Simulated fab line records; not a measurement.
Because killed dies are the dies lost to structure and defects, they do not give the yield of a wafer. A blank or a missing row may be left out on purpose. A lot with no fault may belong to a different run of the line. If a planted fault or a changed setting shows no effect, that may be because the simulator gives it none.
fab line records ; flow n5_finfet
[record] lots = 5; wafers = 13; last_day = 19
route steps=1938 shown BEOL_M3@1004 BEOL_M4@1021 PASSIVATION@1936
lots with no fault: from the same line, run without faults
start_h: hours from the record's opening day to when the first of the lot's shown wafers began ; wait_h: hours since the lot's step before ; " as in the row above ; L1.1+2: a single row standing in for several wafers ; - no value present, or no start provided ; * or withheld: withheld ; < > ~ a bound
route shown NAME@n: NAME is a module with steps in the file, n the number in the route of the first one ; usual: average and standard deviation across the fault-free wafers ; same: alike in all rows ; chamber/n: place in a boat ; sites: each site's reading ; _std_site: standard deviation of those values ; _edge_site: outer sites' mean less inner sites' ; radius_mm: how far each site lies from the wafer's centre ; mask NAME#n: copy n ; behind: the tool/chamber that last shaped the wafer ; hold: why the lot went on hold/how many hours it stayed there/how the hold came to an end ; device: names the non-switching transistor (n, p or np) ; end of line: the tests these same wafers got at the end of their route ; a step with no rows: only its recipe ; killed: dies lost to structure and defects at the first sort, not the wafer's yield ; map: dies across one wafer; x = killed, . = not, _ = none there
set.NAME: the setting as run; set.NAME@STEP: as run at that earlier step ; model.NAME: the simulator's own value behind a step, which no gauge read
lots seen at some steps along the route; tables by step, rows by wafer
services: from which hour (start_h, from the record's first day; less than 0 if before it) a tool's chamber was out of use, for how many hours, and why
[[steps]]
[step N5_BEOL_M3_SPUTTER_90]
[recipe] material = Cu; target_thk_a = 45; temp_c = -20; chamber_pressure_pa = 0.07; power_w = withheld; time_s = 8.29
[step N5_BEOL_M3_ANNEAL_91]
[recipe] temp_c = 400; time_s = 240; ambient = vacuum
[step N5_BEOL_M3_SPUTTER_92]
[recipe] material = Cu; target_thk_a = 45; temp_c = -20; chamber_pressure_pa = 0.07; power_w = withheld; time_s = 8.29
[step N5_BEOL_M3_ANNEAL_93]
[recipe] temp_c = 400; time_s = 240; ambient = vacuum
[step N5_BEOL_M3_SPUTTER_94]
[recipe] material = Cu; target_thk_a = 45; temp_c = -20; chamber_pressure_pa = 0.07; power_w = withheld; time_s = 8.29
[step N5_BEOL_M3_ANNEAL_95]
[recipe] temp_c = 400; time_s = 240; ambient = vacuum
[step N5_BEOL_M3_SPUTTER_96]
[recipe] material = Cu; target_thk_a = 45; temp_c = -20; chamber_pressure_pa = 0.07; power_w = withheld; time_s = 8.29
[step N5_BEOL_M3_ECD_50]
[recipe] material = Cu; target_thk_a = 3000
[step N5_BEOL_M3_ANNEAL_51]
[recipe] temp_c = 225; time_s = 90; ambient = N2
[step N5_BEOL_M3_CMP_52]
[recipe] stop_on = SiOC; t_overpolish_s = 6.8; down_force_psi = 1; platen_rpm = 50; clearing_platen_down_force_psi = 1.5; clearing_platen_rpm = 50; post_cmp_clean = cu_alkaline; target_thk_nm = 40; clearing_platen_pad_velocity_m_s = 0.99484; pad_velocity_m_s = 0.99484
[step N5_BEOL_M3_PRE_CLEAN_60]
[recipe] gas = NH3/H2; time_s = 15; temp_c = *; rf_power_w = 300
[step N5_BEOL_M3_CO_CAP_55]
[recipe] material = Co; target_thk_a = 20; temp_c = 200; precursor = CCTBA/H2; pressure_torr = 30; time_s = 102.1
[usual] heater_power_w = 238/18
lot.wafer;tool;chamber;start_h;wait_h;heater_power_w
L586.1;cvd_co-01;1;227.58;0.0;219
L586.5;cvd_co-01;1;227.58;0.0;221
L586.6;cvd_co-01;2;227.58;0.0;228
L588.1;cvd_co-02;2;239.69;0.0;242
L588.2;cvd_co-02;0;239.69;0.0;250
L588.3;cvd_co-02;1;239.69;0.0;224
L596.2;cvd_co-01;1;280.71;0.0;218
L596.6;cvd_co-01;1;280.71;0.0;225
L599.2;cvd_co-01;2;307.10;0.0;231
L599.5;cvd_co-01;1;307.10;0.0;227
L598.1;cvd_co-01;1;311.19;0.0;223
L598.2;cvd_co-01;0;311.19;0.0;270
L598.3;cvd_co-01;2;311.19;0.0;225
[step N5_BEOL_M3_PRE_CLEAN_56]
[recipe] gas = NH3; time_s = 15; temp_c = withheld; rf_power_w = 300
[step N5_BEOL_M3_DEP_57]
[recipe] material = SiCN; target_thk_a = 80; temp_c = withheld; precursor = 3MS/NH3; pressure_torr = 3; rf_w = 202; time_s = 14
[step N5_BEOL_M3_INSPECT_59]
[recipe] inspect_instrument = darkfield; mode = post_dep
[usual] raw_defect_count = 82/24
lot.wafer;tool;chamber;start_h;wait_h;raw_defect_count
L586.1;defect_inspect-02;-;227.79;0.0;86
L586.5;defect_inspect-02;-;227.79;0.0;86
L586.6;defect_inspect-02;-;227.79;0.0;114
L588.1;defect_inspect-02;-;239.90;0.0;69
L588.2;defect_inspect-02;-;239.90;0.0;56
L588.3;defect_inspect-02;-;239.90;0.0;70
L596.2;defect_inspect-01;-;280.92;0.0;395
L596.6;defect_inspect-01;-;280.92;0.0;409
L599.2;defect_inspect-01;-;307.31;0.0;94
L599.5;defect_inspect-01;-;307.31;0.0;480
L598.1;defect_inspect-01;-;311.53;0.0;415
L598.2;defect_inspect-01;-;311.53;0.0;107
L598.3;defect_inspect-01;-;311.53;0.0;68
[step N5_BEOL_M4_ILD_DEP_00]
[recipe] material = SiOC; target_thk_a = 790; temp_c = 350; precursor = DEMS/O2; pressure_torr = 5; rf_w = 500; time_s = 15.3
[step N5_BEOL_M4_PECVD_72]
[recipe] material = SiO2; target_thk_a = 160; temp_c = 400; precursor = TEOS/O2; pressure_torr = 5.5; rf_w = 450; teos_flow_sccm = 53.8; gas = O2; flow_sccm = 3000; time_s = 18
[step N5_BEOL_M4_HM_DEP_02]
[recipe] material = TiN; target_thk_a = 200; temp_c = 25; chamber_pressure_pa = 0.49996
[step N5_BEOL_M4_COAT_61]
[recipe] resist = SOC; temp_c = 250; time_s = 60; spin_rpm = 1500; resist_thk_nm = 60
[step N5_BEOL_M4_COAT_62]
[recipe] resist = SiARC; temp_c = 220; time_s = 60; spin_rpm = 1500; resist_thk_nm = 12
[step N5_BEOL_M4_COAT_73]
[recipe] resist = underlayer; temp_c = 205; time_s = 60; spin_rpm = 1500; resist_thk_nm = 5
[step N5_BEOL_M4_COAT_05]
[recipe] resist = CAR-EUV; spin_rpm = 1500; resist_thk_nm = 30
[step N5_BEOL_M4_EBR_07]
[recipe] solvent = PGMEA; ebr_width_mm = 1.5
[step N5_BEOL_M4_SOFTBAKE_06]
[recipe] temp_c = 110; time_s = 60; resist = CAR-EUV
[step N5_BEOL_M4_EXPOSE_08]
[recipe] mask_id = M4; na = 0.33; source_shape = dipole; sigma_inner = 0.369; sigma_outer = 0.767; polarization = unpolarized; dose_mj = 41.25
[step N5_BEOL_M4_PEB_09]
[recipe] peb_temp_c = 100; peb_time_s = 60; resist = CAR-EUV
[step N5_BEOL_M4_DEVELOP_10]
[recipe] develop_time_s = 30; developer = TMAH; resist = CAR-EUV; rinse_liquid = surfactant_rinse; dry = air_spin; dev_temp_c = 23
[step N5_BEOL_M4_INSPECT_13]
[recipe] mode = adi; inspect_instrument = brightfield
[usual] raw_defect_count = 455/84
lot.wafer;tool;chamber;start_h;wait_h;raw_defect_count
L586.1;defect_inspect-01;-;229.36;0.1;397
L586.5;defect_inspect-01;-;229.36;0.1;480
L586.6;defect_inspect-01;-;229.36;0.1;456
L588.1;defect_inspect-02;-;242.29;0.1;506
L588.2;defect_inspect-02;-;242.29;0.1;398
L588.3;defect_inspect-02;-;242.29;0.1;418
L596.2;defect_inspect-01;-;282.04;0.0;777
L596.6;defect_inspect-01;-;282.04;0.0;905
L599.2;defect_inspect-02;-;308.04;0.0;462
L599.5;defect_inspect-02;-;308.04;0.0;805
L598.1;defect_inspect-01;-;314.24;0.1;716
L598.2;defect_inspect-01;-;314.24;0.1;445
L598.3;defect_inspect-01;-;314.24;0.1;405
[step N5_BEOL_M4_DESCUM_16]
[recipe] chemistry = O2; time_s = 7; source_power_w = 50; bias_power_w = 20; pressure_mtorr = 20; rf_frequency_hz = 2.712e+07; temp_c = 40; resist = CAR-EUV; o2_flow_sccm = 225
[step N5_BEOL_M4_ETCH_74]
[recipe] chemistry = N2/H2; target = underlayer; target_depth_a = 65; mask_material = CAR-EUV; time_s = 5.2; ion_energy_ev = 200; pressure_mtorr = 30; source_w = 840; bias_w = 150; n2_flow_sccm = 200; h2_flow_sccm = 200; ends = cleared
[step N5_BEOL_M4_ETCH_63]
[recipe] chemistry = CF4; target = SiARC; target_depth_a = 156; mask_material = CAR-EUV; time_s = 26; ion_energy_ev = 80; pressure_mtorr = 40; source_w = 545; bias_w = 36; Ar_flow_sccm = 100; cf4_flow_sccm = 100; ends = cleared
[step N5_BEOL_M4_ETCH_64]
[recipe] chemistry = N2/H2; target = SOC; target_depth_a = 750; overetch_a = 225; mask_material = SiARC; temp_c = 40; time_s = 121.9; ion_energy_ev = 200; pressure_mtorr = 30; source_w = 840; bias_w = 150; n2_flow_sccm = 200; h2_flow_sccm = 200
[step N5_BEOL_M4_STRIP_65]
[recipe] chemistry = N2/H2; temp_c = 40; n2_flow_sccm = 200; h2_flow_sccm = 200; rf_frequency_hz = 6e+07
[step N5_BEOL_M4_STRIP_75]
[recipe] chemistry = N2/H2; temp_c = 40; n2_flow_sccm = 200; h2_flow_sccm = 200; rf_frequency_hz = 6e+07
[step N5_BEOL_M4_STRIP_66]
[recipe] chemistry = CF4; resist = SiARC; power_w = 300; bias_power_w = 75; pressure_mtorr = 50; cf4_flow_sccm = 150; rf_frequency_hz = 6e+07
[step N5_BEOL_M4_HM_OPEN_17]
[recipe] chemistry = Cl2/BCl3; target_depth_a = 200; overetch_a = 60; target = TiN; mask_material = SOC; ion_energy_ev = 150; pressure_mtorr = 10; icp_w = 1000; bias_w = 126; Cl2_flow_sccm = 53.25; bcl3_flow_sccm = 21.75; Ar_flow_sccm = 25
[step N5_BEOL_M4_STRIP_19]
[recipe] chemistry = O2; power_w = 400; temp_c = 40; pressure_mtorr = 30; rf_frequency_hz = 6e+07; bias_power_w = 0; overash_fraction = 0.2; o2_flow_sccm = 225
[step N5_BEOL_M4_INSPECT_30]
[recipe] mode = adi; inspect_instrument = brightfield
[usual] raw_defect_count = 456/83
lot.wafer;tool;chamber;start_h;wait_h;raw_defect_count
L586.1;defect_inspect-01;-;230.37;0.1;388
L586.5;defect_inspect-01;-;230.37;0.1;457
L586.6;defect_inspect-01;-;230.37;0.1;455
L588.1;defect_inspect-01;-;243.38;0.1;487
L588.2;defect_inspect-01;-;243.38;0.1;384
L588.3;defect_inspect-01;-;243.38;0.1;388
L596.2;defect_inspect-01;-;282.93;0.0;757
L596.6;defect_inspect-01;-;282.93;0.0;899
L599.2;defect_inspect-01;-;309.04;0.0;394
L599.5;defect_inspect-01;-;309.04;0.0;758
L598.1;defect_inspect-02;-;315.83;0.1;763
L598.2;defect_inspect-02;-;315.83;0.1;504
L598.3;defect_inspect-02;-;315.83;0.1;436
[step N5_BEOL_M4_RC_MEAS_101]
[usual] DIBL_N = 36.2/1.2; DIBL_P = 36.3/1.3; IOFF_N = 0.155/0.019; IOFF_P = 0.210/0.029; ION_N = 677/8.6; ION_P = 465/6.8; SS_N = 71.4/0.48; SS_P = 73.2/0.53; VT_N = 249.9/2.4; VT_P = -250/3.2
lot.wafer;tool;chamber;start_h;wait_h;DIBL_N[mV/V];DIBL_P[mV/V];IOFF_N[nA/um];IOFF_P[nA/um];ION_N[uA/um];ION_P[uA/um];SS_N[mV/dec];SS_P[mV/dec];VT_N[mV];VT_P[mV]
L586.1;prober-01;0;244.92;0.0;39.0;38.6;0.199;0.271;688;471;72.1;73.6;247.0;-243
L586.5;prober-01;0;244.92;0.0;35.3;34.6;0.131;0.211;679;472;71.0;72.2;253.8;-247
L586.6;prober-01;0;244.92;0.0;35.7;35.3;0.140;0.217;674;466;71.4;72.3;250.8;-247
L588.1;prober-01;0;261.21;0.0;35.4;35.3;0.139;0.187;673;464;71.3;73.1;251.9;-252
L588.2;prober-01;0;261.21;0.0;37.4;37.7;0.161;0.215;664;456;71.4;73.3;250.3;-250
L588.3;prober-01;0;261.21;0.0;37.6;37.4;0.159;0.215;668;460;72.2;73.5;250.5;-250
L596.2;prober-02;0;303.89;0.2;35.5;36.5;0.139;0.180;681;462;71.3;73.1;249.6;-254
L596.6;prober-02;0;303.89;0.2;35.7;36.6;0.144;0.180;679;456;72.0;72.5;248.1;-252
L599.2;prober-02;0;322.93;0.2;35.8;33.9;0.136;0.171;666;457;71.1;72.9;251.7;-254
L599.5;prober-02;0;322.93;0.2;34.6;32.5;0.121;0.152;661;452;70.6;72.2;253.8;-256
L598.1;prober-02;0;329.04;0.0;36.2;35.4;0.151;0.202;671;464;71.4;73.1;249.5;-252
L598.2;prober-02;0;329.04;0.0;35.7;35.3;0.148;0.196;665;455;71.2;72.5;251.8;-252
L598.3;prober-02;0;329.04;0.0;38.5;37.9;0.202;0.232;680;461;72.1;74.5;247.8;-252
[step N5_PASSIVATION_PROBE_49]
[usual] defect_limited_yield = 91.2/1.4; killed_at_M0_to_M3 = 34/10; killed_at_M4_up = 13/5.1; killed_at_contacts = 12/6.5; killed_at_front_end = 41/11; killed_at_other = 4/3.3; killed_dies = 104/16; killed_open = 69/13; killed_short = 33/7; sort_bin_5_function = 5.1/0.91; sort_bin_6_memory = 3.3/0.69; sort_n_pass = 1076/16; sort_yield_pct = 91.2/1.4
[same] gross_dies = 1180; killed_at_back_side = 0; sort_bin_4_leakage[%] = 0; sort_bin_8_speed[%] = 0
lot.wafer;tool;chamber;start_h;wait_h;defect_limited_yield[%];killed_at_M0_to_M3;killed_at_M4_up;killed_at_contacts;killed_at_front_end;killed_at_other;killed_dies;killed_open;killed_short;sort_bin_5_function[%];sort_bin_6_memory[%];sort_n_pass;sort_yield_pct[%]
L596.6;prober-02;-;410.83;0.3;82.8;138;13;8;43;1;203;66;34;10.8;4.2;977;82.8
L598.1;prober-01;-;446.76;0.0;81.5;132;18;12;48;8;218;78;37;12.4;4.3;962;81.5
// killed by level:class
L596.6 BEOL_M3:unspecified=101 STI_FIN_REVEAL:geometric_particle:open=10 STI_FIN_REVEAL:geometric_particle:short=7 MOL_CONTACT_COAG:geometric_particle:open=7 BEOL_M0_SAQP:geometric_particle:open=7 BEOL_M0:geometric_particle:short=6 FIN_SAQP:geometric_particle:short=5 FIN_SAQP:geometric_particle:open=5
L598.1 BEOL_M3:unspecified=103 BEOL_M3:geometric_particle:open=13 FIN_SAQP:geometric_particle:short=11 MOL_CONTACT_COAG:geometric_particle:open=11 BEOL_M4:geometric_particle:open=11 STI_FIN_REVEAL:geometric_particle:open=8 FIN_SAQP:geometric_particle:open=6 BEOL_M1:geometric_particle:open=6
// map L596.6 (x killed, . not)
_________________.......xx...________________
______________..........x.x....._____________
___________..x....x..xx...x...x..x.__________
__________......x..xxxxxxxxx........_________
________.....x.....xxxxxxxxxx......x.x_______
_______...........xxxxxxxxxxxxx..x.....______
______............xxxxxxxxxxxx........x._____
_____..x.x......x.xxxxxxxxxxxxx..x.......____
____............x.xxxxxxxxxxxx...........x___
___.x............x..xxxxx.xxxx.............__
___......x....x..x...xxx.x......xx.........__
__........x...........x.x.xx............x..._
__..........xx......xxxx..x.x....xx.......xx_
_...................xxxx.....x...............
_.x........x.........x.x.....................
_x...........x....x.......x......x......xxx..
_..x..........................x..............
_...x..................x...........x.........
_..x.....................................x...
_..x.......x..............xx............x....
_.x...........x...........xx......xx.......x.
__...........xx........x..............x...x._
__..............................xx.........._
___.............x.......x.x................__
___..........x...x.....................x...__
____...x...........xx...............x.....___
_____..............x.......x.............____
______.........x.x.....x................_____
_______x..............xx..x..x.........______
________....................x....x...._______
__________.......x.x.........xx....._________
___________..x........x............__________
______________..........x....x.._____________
_________________............________________
// map L598.1 (x killed, . not)
_________________.x.....x....________________
______________...x.xx..x..xx...._____________
___________.....x..xxx.x.xx..x.....__________
__________...x..x.x..xxxxxx.x......x_________
________.........xxxxxxxxxxxx.x......._______
_______.x........xxx.xxxxxxxxx........x______
______..........x.xxxxxxxxxxxxx..x......_____
_____......x.x...xxxxxxxxxxx.xx..x.......____
____.......x..x...xxxxxxxxxx...x.x....x...___
___..x............x.xxxxxx.x.x.........xx..__
___...........x.....xxxx.xx....x.x.........__
__........x....x.....x.xxx.x......x...xx...._
__...............xx..........x...........x.._
_......x....x..x.....x..............xx.......
_...x.....x....x.x.x...................xxx...
_......x....x....x....x....x........x.x......
_.....x..x.x.........x.......................
_x...x......x.....x................x.........
_....x..x......................x.............
_.x...........xx.....x....x....x.............
_.........x.....................x..........x.
__.........................x.x.............._
__..........x.........x.x......x......x....._
___...x.....x.......xx.......x........x.x..__
___....x...................................__
____.............x...x........x...........___
_____.................x...............xx.____
______....x..x..x..........x............_____
_______.......................x........______
________...................x.....x...._______
__________...........xx....x.xx.x..._________
___________..xx.................x..__________
______________........x.....x..x_____________
_________________...x........________________
[[services]]
tool;chamber;start_h;hours;kind
cvd_co-01;-;216.40;0.4;repair
cvd_co-01;-;247.49;6.9;pm
[[key]]
[first_sign] step = N5_BEOL_M3_INSPECT_59; reading = raw_defect_count; direction = up; sigmas = 14; usual = 82; struck = 425
[effect] step = N5_BEOL_M4_INSPECT_13; reading = raw_defect_count; direction = up; sigmas = 4.1; usual = 455; struck = 801
[effect] step = N5_BEOL_M4_INSPECT_30; reading = raw_defect_count; direction = up; sigmas = 4.1; usual = 456; struck = 794
[effect] step = N5_PASSIVATION_PROBE_49; reading = killed_at_M0_to_M3; direction = up; sigmas = 9.6; usual = 34; struck = 135
[more_kills_born_at] N5_BEOL_M3_CO_CAP_55@cvd_co-01 = 204
met_at N5_BEOL_M3_CO_CAP_55
struck_wafers L596.2,L596.6,L598.1,L599.5
rows_end L596.2,L599.5
onset_between 227.58 280.71
[fault] kind = chamber_particle_source; tool = cvd_co-01; chamber = 1; onset_h = 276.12; steps = N5_BEOL_M3_CO_CAP_55; rate_per_visit_cm2 = 0.55678
// rows_end: these wafers met a further fault down the route, and their rows from its step on are left out
